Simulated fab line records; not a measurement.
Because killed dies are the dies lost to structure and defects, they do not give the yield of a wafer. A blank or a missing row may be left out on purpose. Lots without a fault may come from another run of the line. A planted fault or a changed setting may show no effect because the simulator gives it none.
The tool behind it: which one?    flow nand_harc    Sampling: 14 lots, 42 wafers, 4 of 1302 route steps

WHAT THE GAUGES SHOWED, per wafer
The record holds no reading of a measuring or inspecting step that can be judged against a usual standard deviation.

WHAT TOOL EACH LOT RAN ON (gives the tool, then ch and the chambers of the sampled wafers, and finally the start)
lot   NHARC_A_M1_ETCH_15                             NHARC_A_BONDPAD_EXPOSE_06          NHARC_A_BONDPAD_ETCH_34             NHARC_A_BONDPAD_PVD_17
L425  rie_diel-10 ch 0,2,3, day 24 01:02 or earlier  krf_scanner-03 ch 0, day 24 01:02  rie_diel-04 ch 1,3, day 24 01:29    pvd_sputter-02, no start
L428  rie_diel-12 ch 0,1, day 24 06:11 or earlier    krf_scanner-04 ch 0, day 24 06:11  rie_diel-08 ch 0,3, day 24 06:38    pvd_sputter-01, no start
L427  rie_diel-10 ch 0,1,3, day 24 08:10 or earlier  krf_scanner-03 ch 0, day 24 08:10  rie_diel-08 ch 0,1,2, day 24 08:37  pvd_sputter-01, no start
L429  rie_diel-05 ch 0,1,2, day 25 09:11 or earlier  krf_scanner-03 ch 0, day 25 09:11  rie_diel-13 ch 1,2,3, day 25 09:39  pvd_sputter-02, no start
L434  rie_diel-10 ch 0,2, day 26 17:01 or earlier    krf_scanner-02, day 26 17:01       rie_diel-08 ch 1,3, day 26 17:27    pvd_sputter-02, no start
L433  rie_diel-05 ch 0,1,2, day 26 22:28 or earlier  krf_scanner-02, day 26 22:28       rie_diel-08 ch 1,3, day 26 22:56    pvd_sputter-03, no start
L440  rie_diel-10 ch 0,2, day 29 18:51 or earlier    krf_scanner-02 ch 0, day 29 18:51  rie_diel-04 ch 2,3, day 29 19:18    pvd_sputter-03, no start
L441  rie_diel-10 ch 1,2,3, day 30 00:35 or earlier  krf_scanner-03 ch 0, day 30 00:35  rie_diel-08 ch 1,2,3, day 30 01:02  pvd_sputter-03, no start
L442  rie_diel-12 ch 0,1, day 30 01:25 or earlier    krf_scanner-02 ch 0, day 30 01:25  rie_diel-08 ch 1,2, day 30 01:52    pvd_sputter-02, no start
L439  rie_diel-10 ch 1,3, day 30 02:24 or earlier    krf_scanner-03 ch 0, day 30 02:24  rie_diel-08 ch 0,1,3, day 30 02:50  pvd_sputter-03, no start
L444  rie_diel-12 ch 0,1,3, day 30 23:41 or earlier  krf_scanner-03 ch 0, day 30 23:41  rie_diel-04 ch 0,1,3, day 31 00:08  pvd_sputter-02, no start
L443  rie_diel-10 ch 0,2,3, day 31 10:25 or earlier  krf_scanner-03 ch 0, day 31 10:25  rie_diel-13 ch 0,2,3, day 31 10:52  pvd_sputter-02, no start
L445  rie_diel-12 ch 0,2,3, day 33 02:44 or earlier  krf_scanner-03 ch 0, day 33 02:44  rie_diel-08 ch 1,2,3, day 33 03:11  pvd_sputter-01, no start
L447  rie_diel-10 ch 0,2, day 33 05:51 or earlier    krf_scanner-03 ch 0, day 33 05:51  rie_diel-04 ch 1,2,3, day 33 06:20  pvd_sputter-02, no start
- NHARC_A_M1_ETCH_15: etches the open film in C4F8/Ar, target depth 182.5 nm, time 91.2 s.
- NHARC_A_BONDPAD_EXPOSE_06: exposes mask A BPAD.
- NHARC_A_BONDPAD_ETCH_34: etches the open film in N2/H2, target depth 60 nm, overetch 18 nm, time 65.91 s.
- NHARC_A_BONDPAD_PVD_17: deposits TaN, target thk 5 nm, time 8.06 s.

AS READ BY THE TOOLS THEMSELVES (means over the sampled wafers that have a number; for cases with no such wafer, the mark the record gives instead)
NHARC_A_M1_ETCH_15. Usual: oes_product_au 0.954 a.u., standard deviation 0.021; rf_vpp_V 440.9 V, standard deviation 2.7.
lot   tool         oes_product_au (a.u.)  rf_vpp_V (V)  flag
L425  rie_diel-10  0.917                  440.4         
L428  rie_diel-12  0.929                  440.2         
L427  rie_diel-10  0.950                  442.4         
L429  rie_diel-05  0.963                  441.6         
L434  rie_diel-10  0.964                  439.4         
L433  rie_diel-05  0.924                  441.6         
L440  rie_diel-10  0.958                  439.3         
L441  rie_diel-10  0.962                  441.4         
L442  rie_diel-12  0.968                  441.4         
L439  rie_diel-10  0.980                  443.6         
L444  rie_diel-12  0.962                  439.0         
L443  rie_diel-10  0.931                  441.3         
L445  rie_diel-12  0.976                  438.4         
L447  rie_diel-10  0.962                  438.9         

NHARC_A_BONDPAD_EXPOSE_06. Usual: exposure_dose_mJ_cm2 36.95, standard deviation 0.048; focus_offset_nm 0.0 nm, standard deviation 0.51.
lot   tool            exposure_dose_mJ_cm2  focus_offset_nm (nm)  flag
L425  krf_scanner-03  36.95                 0.3                   
L428  krf_scanner-04  36.96                 -0.6                  
L427  krf_scanner-03  36.91                 0.0                   
L429  krf_scanner-03  36.96                 0.3                   
L434  krf_scanner-02  -                     -                     OFF
L433  krf_scanner-02  -                     -                     OFF
L440  krf_scanner-02  36.92                 -0.3                  
L441  krf_scanner-03  36.93                 -0.2                  
L442  krf_scanner-02  36.96                 0.4                   
L439  krf_scanner-03  36.90                 0.2                   
L444  krf_scanner-03  36.90                 -0.1                  
L443  krf_scanner-03  36.93                 0.6                   
L445  krf_scanner-03  36.93                 0.2                   
L447  krf_scanner-03  36.86                 -0.0                  

NHARC_A_BONDPAD_ETCH_34. Usual: drypump_motor_current_A 5.63 A, standard deviation 0.28; oes_product_au 1.000 a.u., standard deviation 0.0073; rf_vpp_V 429.3 V, standard deviation 2.2; showerhead_plenum_p_Torr 2.00 Torr, standard deviation 0.071; throttle_valve_pct 14.171 %, standard deviation 0.0088.
lot   tool         drypump_motor_current_A (A)  oes_product_au (a.u.)  rf_vpp_V (V)  showerhead_plenum_p_Torr (Torr)  throttle_valve_pct (%)  flag
L425  rie_diel-04  5.72                         1.000                  431.7         2.09                             14.172                  
L428  rie_diel-08  5.31                         1.001                  428.8         1.99                             14.177                  
L427  rie_diel-08  5.55                         1.004                  428.4         1.97                             14.169                  
L429  rie_diel-13  6.05                         1.003                  431.0         2.04                             14.167                  
L434  rie_diel-08  5.45                         0.992                  428.0         1.95                             14.163                  
L433  rie_diel-08  5.51                         0.999                  427.8         1.93                             14.169                  
L440  rie_diel-04  6.06                         0.995                  428.5         1.97                             14.170                  
L441  rie_diel-08  5.56                         1.005                  427.8         1.97                             14.161                  
L442  rie_diel-08  5.66                         1.003                  427.7         1.94                             14.171                  
L439  rie_diel-08  5.42                         1.000                  428.0         1.96                             14.163                  
L444  rie_diel-04  5.75                         1.007                  431.2         2.04                             14.168                  
L443  rie_diel-13  5.99                         0.999                  432.6         2.10                             14.162                  
L445  rie_diel-08  5.55                         0.995                  427.4         1.97                             14.169                  
L447  rie_diel-04  5.89                         0.998                  430.8         2.01                             14.176                  

NHARC_A_BONDPAD_PVD_17. Usual: throttle_valve_pct 29.9 %, standard deviation 0.92.
lot   tool            throttle_valve_pct (%)  flag
L425  pvd_sputter-02  30.8                    
L428  pvd_sputter-01  28.9                    
L427  pvd_sputter-01  29.6                    
L429  pvd_sputter-02  30.2                    
L434  pvd_sputter-02  29.7                    
L433  pvd_sputter-03  30.5                    
L440  pvd_sputter-03  30.3                    
L441  pvd_sputter-03  29.5                    
L442  pvd_sputter-02  30.5                    
L439  pvd_sputter-03  30.1                    
L444  pvd_sputter-02  30.0                    
L443  pvd_sputter-02  30.6                    
L445  pvd_sputter-01  29.7                    
L447  pvd_sputter-02  30.3                    

THE ANSWER, worked out from the rows above alone
Rule: a lot counts as off when the mean over its wafers that have a number is more than 3 standard deviations away from the usual mean. Also off: a lot with no number at a reading for which 4 or more lots have one. The other lots that the step has rows for count as sound. After the gauges, taken in route order, come the tools' own readings; for these a lot's mean is taken, as printed above. The first step at which some lot is off is used, and at that step the reading that is off furthest; a lot without a number counts as furthest.
Off: L434, L433, at NHARC_A_BONDPAD_EXPOSE_06 (exposure_dose_mJ_cm2). Without a number there: L434, L433.
If a tool, at that step or one of the process steps before it, ran each lot that is off and ran no sound lot following the first of them, it fits. NHARC_A_M1_ETCH_15 gives no start for some lots, so the hours and the order of its lots are those of NHARC_A_BONDPAD_EXPOSE_06. Not one of the candidates tried fits.

WHAT WAS PUT IN BY THE SIMULATOR
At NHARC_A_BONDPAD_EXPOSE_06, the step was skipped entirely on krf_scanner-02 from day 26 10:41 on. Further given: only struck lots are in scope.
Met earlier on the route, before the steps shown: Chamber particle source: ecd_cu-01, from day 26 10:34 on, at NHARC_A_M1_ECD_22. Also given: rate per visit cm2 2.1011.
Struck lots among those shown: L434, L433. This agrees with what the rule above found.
